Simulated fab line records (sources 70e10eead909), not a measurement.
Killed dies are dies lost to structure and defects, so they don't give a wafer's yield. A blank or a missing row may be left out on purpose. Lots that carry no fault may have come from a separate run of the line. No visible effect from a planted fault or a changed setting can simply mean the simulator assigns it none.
Struck lot and sound lot, side by side | flow nandHarc | 23 steps out of a route of 1159
Sound: the wafers L120.1, L120.4, L120.5. The struck wafers were L115.1, L115.3, L115.6. The cause comes at the end.
Each step with rows lists, per side, the tool, then ch with its chambers, then its first start. Under that, the readings that differ: sound wafers | struck wafers | difference of the means | sigmas: that difference in standard deviations of wafers without a fault.
alike: readings with means less than 2 such deviations apart, plus words and numbers identical on both sides. not compared: withheld readings, readings lacking a value on some wafer, bounds such as >300 that could conceal the same value, and numbers that have no deviation in the record and whose values overlap.
A row with sigmas, a row that says differs or no value, or rows on one side alone: a step with any of these is where the two part. When numbers do not overlap yet have no deviation, they are printed without sigmas and do not part them. A reading missing from all wafers of one side parts the sides only when that side holds two or more wafers.

NHARC_A_CONTACT_CVD_19: deposits W, target thk 300 nm, time 802 s.
  sound: cvdW-02 ch 0; struck: cvdW-02 ch 0,1
  alike: heaterPowerW, throttleValvePct
NHARC_A_CONTACT_CMP_20: polishes, t overpolish 30 s, target thk 300 nm.
  sound on cmp-03 ch 1,2, day 21 15:14; struck on cmp-04 ch 0,1,3, day 21 13:31
  alike: motorCurrentA, overpolishRunS, slurryFilterDpKPa, timeToEndpointS
then, 1 step without rows for these wafers: NHARC_A_CONTACT_SRD_22.
NHARC_A_CONTACT_INSPECT_23:
  struck on defectInspect-01, day 21 13:54; sound on defectInspect-02, day 21 15:39
  alike: rawDefectCount
then, 7 steps without rows for these wafers: NHARC_A_BLC_DEHYDRATE_00 (time 120 s); NHARC_A_BLC_HMDS_01 (time 30 s); NHARC_A_BLC_COAT_02 (time 75 s); NHARC_A_BLC_COAT_03 (time 65 s); NHARC_A_BLC_COAT_04 (resist thk 90 nm); NHARC_A_BLC_SOFTBAKE_05 (time 55 s); NHARC_A_BLC_EBR_06.
NHARC_A_BLC_EXPOSE_07: exposes mask A BLC, target cd 100 nm.
  sound on arfiScanner-02 ch 0, day 21 16:01; struck on arfiScanner-01 ch 0, day 21 14:16
reading           | sound             | struck            | difference | sigmas
exposureDoseMJCm2 | 67.88 67.94 68.01 | 83.28 83.12 83.13 | +15.23     | +99 or more
  alike: mask
then, 2 steps without rows for these wafers: NHARC_A_BLC_PEB_08 (peb time 65 s); NHARC_A_BLC_DEVELOP_09 (develop time 35 s).
NHARC_A_BLC_CD_MEAS_10 targets a cd of 100 nm.
  sound on cdSem-01 ch 0, day 21 16:09; struck on cdSem-03 ch 0, day 21 14:25
reading   | sound             | struck            | difference | sigmas
cdNm (nm) | 100.1 100.0 100.0 | 111.7 112.2 111.8 | +11.9      | +23
NHARC_A_BLC_OVL_MEAS_11:
  struck on overlay-02, day 21 14:30; sound on overlay-01, day 21 16:14
  alike: overlayXNm, overlayYNm
NHARC_A_BLC_INSPECT_12:
  struck on defectInspect-02, day 21 14:32; sound on defectInspect-01, day 21 16:17
reading        | sound    | struck   | difference | sigmas
rawDefectCount | 50 65 50 | 22 22 17 | -35        | -3
NHARC_A_BLC_DESCUM_15: chemistry O2, time 3 s.
  sound on rieDiel-03 ch 0,1,2, day 21 16:21; struck on rieDiel-04 ch 0,3, day 21 14:36
reading               | sound           | struck            | difference | sigmas
model.A_BLC.cdNm (nm) | 100 100.2 100.7 | 112.4 112.7 112.3 | +12.2      | 
  alike: drypumpMotorCurrentA, oesProductAu, rfVppV, showerheadPlenumPTorr, throttleValvePct
  not compared: rfHoursCounterH
NHARC_A_BLC_ETCH_16: etches the open film in CF4, target depth 39 nm, time 65 s.
  sound on rieDiel-03 ch 0,1,3, day 21 16:26; struck on rieDiel-04 ch 1,2, day 21 14:41
reading             | sound             | struck            | difference | sigmas
oesProductAu (a.u.) | 1.000 0.990 0.999 | 1.015 1.004 1.020 | +0.017     | +2
  alike: biasW, drypumpMotorCurrentA, rfVppV, showerheadPlenumPTorr, throttleValvePct
  not compared: rfHoursCounterH
NHARC_A_BLC_ETCH_17: etches the open film in N2/H2, target depth 390 nm, time 609.38 s.
  sound: rieDiel-03 ch 1,3; struck: rieDiel-04 ch 0,1,2
reading   | sound             | struck            | difference | sigmas
biasW (W) | 149.4 149.6 149.3 | 150.0 150.6 150.7 | +1.0       | +2
  alike: drypumpMotorCurrentA, oesProductAu, rfVppV, showerheadPlenumPTorr, throttleValvePct
  not compared: rfHoursCounterH
NHARC_A_BLC_ETCH_18: etches the open film in C4F8/O2/Ar, target depth 910 nm.
  sound: rieDiel-03 ch 0,1,3; struck: rieDiel-04 ch 0,1,2
reading               | sound             | struck            | difference | sigmas
model.A_BLC.cdNm (nm) | 99.93 100.3 101.4 | 111.1 110.9 112.2 | +10.9      | 
  alike: biasW, oesProductAu, rfVppV
  not compared: rfHoursCounterH
NHARC_A_BLC_CD_MEAS_19:
  struck on cdSem-01, day 21 15:34; sound on cdSem-03, day 21 17:18
reading   | sound            | struck            | difference | sigmas
cdNm (nm) | 99.6 100.0 101.4 | 111.3 110.7 111.8 | +10.9      | +8
-- break in the record here, with 2 days between the starts of the struck wafers on either side (left off in module A_BLC, picked up again in module END, where the first step shown is number 1159 on the route) --
NHARC_END_SORT_01:
  the record has rows for the struck wafers here (prober-01 ch 0, day 24 01:46) and none for the sound ones

== WHERE THEY PART ==
Last at NHARC_END_SORT_01 as far as this record goes, first at NHARC_A_BLC_EXPOSE_07.

WHY: what the simulator had put in
Process parameter drift: arfiScanner-01, from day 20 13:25 on, at NHARC_A_BLC_EXPOSE_07. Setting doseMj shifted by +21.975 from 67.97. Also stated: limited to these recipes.
